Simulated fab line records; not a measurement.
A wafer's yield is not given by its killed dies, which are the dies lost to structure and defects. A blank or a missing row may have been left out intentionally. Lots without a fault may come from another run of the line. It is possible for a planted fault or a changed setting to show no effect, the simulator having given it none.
Matching of chambers :: flow n5Finfet :: N5_BEOL_M14_DEP_53 on pecvd-02: 3 sister chambers
The step deposits SiCN from 3MS/NH3, target thk 50 nm, time 17.8 s. 3 wafers are shown with their chamber, then 9 later ones without.

## WAFERS WITH THEIR CHAMBER
wafer: L089.5
chamber: 2
throttleValvePct (%): 16.9

wafer: L092.1
chamber: 0
throttleValvePct (%): 18.1

wafer: L092.4
chamber: 1
throttleValvePct (%): 18.8

## WAFERS WITHOUT THEIR CHAMBER
wafer: L091.1
throttleValvePct (%): 16.5

wafer: L091.2
throttleValvePct (%): 18.9

wafer: L091.6
throttleValvePct (%): 16.7

wafer: L093.2
throttleValvePct (%): 18.9

wafer: L093.4
throttleValvePct (%): 16.7

wafer: L093.5
throttleValvePct (%): 18.9

wafer: L097.1
throttleValvePct (%): 19.1

wafer: L097.3
throttleValvePct (%): 18.8

wafer: L097.5
throttleValvePct (%): 18.9

## WHICH CHAMBER EACH WENT THROUGH
wafer: L091.1
from the rows above: 2
in truth: 2

wafer: L091.2
from the rows above: 1
in truth: 1

wafer: L091.6
from the rows above: 2
in truth: 2

wafer: L093.2
from the rows above: 1
in truth: 1

wafer: L093.4
from the rows above: 2
in truth: 2

wafer: L093.5
from the rows above: 1
in truth: 1

wafer: L097.1
from the rows above: 1
in truth: 1

wafer: L097.3
from the rows above: 1
in truth: 1

wafer: L097.5
from the rows above: 1
in truth: 1
Correctly placed: 9 of 9. Can't be placed from these rows: 0. Placed wrongly: 0.
How it was worked out, from the rows above alone: a wafer's distance from a chamber is the root of the sum, over the readings, of the square of ((its reading less the chamber's mean) divided by the reading's scatter). The wafer belongs to the nearest chamber; if the next one is less than 2 further off, it can't be placed. A chamber's mean is the mean of its shown wafers. The scatter: root of mean squared gap, hidden wafer to nearest shown wafer, with one shown wafer a chamber.
